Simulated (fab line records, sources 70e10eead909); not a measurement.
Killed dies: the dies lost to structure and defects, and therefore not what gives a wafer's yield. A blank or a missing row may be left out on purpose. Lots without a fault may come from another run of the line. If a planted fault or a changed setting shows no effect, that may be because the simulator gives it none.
Which tool was responsible?    flow nand_harc    33 wafers from 11 lots sampled at 3 of the route's 1302 steps

## WHAT THE GAUGES READ, wafer by wafer
NHARC_A_CHANNEL_FILL_D2_THK_MEAS_06: measures by ellipsometry. Usual: thk_nm reads 5.2 nm (standard deviation 0.87).
lot   measured      on             thk_nm (nm)  flag
L232  day 15 02:12  film_metro-02  5.6 5.3 5.3  
L234  day 15 22:15  film_metro-01  4.2 5.4 3.6  
L235  day 16 13:25  film_metro-02  4.2 6.3 5.5  
L236  day 17 11:05  film_metro-02  4.5 5.2 5.3  
L238  day 17 11:05  film_metro-01  3.5 4.8 3.5  
L240  day 18 15:47  film_metro-01  4.3 4.9 4.7  
L241  day 19 12:28  film_metro-02  6.5 5.0 6.1  
L242  day 19 19:43  film_metro-01  6.0 4.1 5.1  
L244  day 19 19:43  film_metro-02  4.7 6.2 6.0  
L254  day 24 02:21  film_metro-01  6.1 5.7 4.7  
L253  day 24 02:21  film_metro-02  4.7 5.9 5.9  

## EACH LOT AND THE TOOL THAT RAN IT (in order: tool; ch and the chambers of the sampled wafers; start)
lot   NHARC_A_CHANNEL_HOLE_D2_XSEM_32  NHARC_A_CHANNEL_FILL_D2_STRIP_28
L232  xsem-01 ch 0, day 13 13:10       rie_diel-03 ch 0,1,2, day 14 14:53
L234  xsem-02 ch 0, day 14 11:01       rie_diel-03 ch 1,3, day 15 11:00
L235  xsem-02 ch 0, day 14 16:48       rie_diel-03 ch 0,3, day 15 20:51
L236  xsem-01 ch 0, day 15 13:58       rie_diel-11 ch 1,2,3, day 16 23:29
L238  xsem-01 ch 0, day 15 23:28       rie_diel-03 ch 1,3, day 17 02:22
L240  xsem-02 ch 0, day 16 20:56       rie_diel-03 ch 1,2,3, day 18 03:56
L241  xsem-01 ch 0, day 18 00:21       rie_diel-13 ch 2,3, day 19 00:51
L242  xsem-02 ch 0, day 18 08:06       rie_diel-13 ch 0,2,3, day 19 08:02
L244  xsem-01 ch 0, day 18 08:41       rie_diel-03 ch 0,3, day 19 08:01
L254  xsem-01 ch 0, day 22 13:53       rie_diel-03 ch 0,1,2, day 23 14:32
L253  xsem-02 ch 0, day 22 15:44       rie_diel-11 ch 0,1,2, day 23 14:31
- NHARC_A_CHANNEL_HOLE_D2_XSEM_32
- NHARC_A_CHANNEL_FILL_D2_STRIP_28: strips in O2, time 20 s.

## WHAT THE TOOLS THEMSELVES READ (means of the sampled wafers that have a number; where no wafer has one, the mark that the record gives instead)
NHARC_A_CHANNEL_HOLE_D2_XSEM_32. Usual: bot_cd_nm 74.3 nm, standard deviation 1.8; bow_nm 8.62 nm, standard deviation 0.29; tilt_deg 0.07 degrees, standard deviation 0.03.
lot   tool     bot_cd_nm (nm)  bow_nm (nm)  tilt_deg (degrees)  flag
L232  xsem-01  75.6            8.70         0.12                
L234  xsem-02  73.8            8.86         0.08                
L235  xsem-02  73.7            8.39         0.08                
L236  xsem-01  75.6            8.52         0.09                
L238  xsem-01  76.5            8.99         -0.01               
L240  xsem-02  73.7            8.58         0.08                
L241  xsem-01  75.1            8.43         0.04                
L242  xsem-02  70.1            8.36         0.11                
L244  xsem-01  74.0            8.94         0.09                
L254  xsem-01  76.0            8.55         0.06                
L253  xsem-02  73.4            8.39         0.09                

NHARC_A_CHANNEL_FILL_D2_STRIP_28. Usual: drypump_motor_current_A 6.0 A, standard deviation 0.44; oes_product_au 1.007 a.u., standard deviation 0.0098; rf_vpp_V 57.8 V, standard deviation 0.84; showerhead_plenum_p_Torr 3.55 Torr, standard deviation 0.13; throttle_valve_pct 17.036 %, standard deviation 0.009.
lot   tool         drypump_motor_current_A (A)  oes_product_au (a.u.)  rf_vpp_V (V)  showerhead_plenum_p_Torr (Torr)  throttle_valve_pct (%)  flag
L232  rie_diel-03  5.5                          1.006                  58.2          3.57                             17.036                  
L234  rie_diel-03  6.2                          1.000                  58.0          3.61                             17.049                  
L235  rie_diel-03  6.1                          1.000                  58.2          3.73                             17.033                  
L236  rie_diel-11  5.9                          0.993                  57.5          3.64                             17.031                  
L238  rie_diel-03  6.3                          0.999                  58.3          3.70                             17.035                  
L240  rie_diel-03  5.9                          0.999                  58.6          3.62                             17.043                  
L241  rie_diel-13  6.4                          1.007                  57.8          3.39                             17.043                  
L242  rie_diel-13  6.2                          1.008                  56.9          3.46                             17.030                  
L244  rie_diel-03  5.8                          1.008                  58.3          3.67                             17.029                  
L254  rie_diel-03  5.5                          1.002                  58.5          3.57                             17.034                  
L253  rie_diel-11  5.7                          0.999                  58.7          3.55                             17.039                  

## THE ANSWER, worked out from the rows above alone
Rule: a lot is off if the mean of its wafers that have a number lies more than 3 standard deviations from the usual mean. Also off: a lot with no number at a reading for which 4 or more lots have one. The other lots that the step has rows for count as sound. After the gauges, taken in route order, come the tools' own readings; for these a lot's mean is taken, as printed above. The first step at which some lot is off is used, and at that step the reading that is off furthest; a lot without a number counts as furthest.
None of the lots is off at any reading shown; this tells nothing.

## WHAT THE SIMULATOR HAD INSERTED
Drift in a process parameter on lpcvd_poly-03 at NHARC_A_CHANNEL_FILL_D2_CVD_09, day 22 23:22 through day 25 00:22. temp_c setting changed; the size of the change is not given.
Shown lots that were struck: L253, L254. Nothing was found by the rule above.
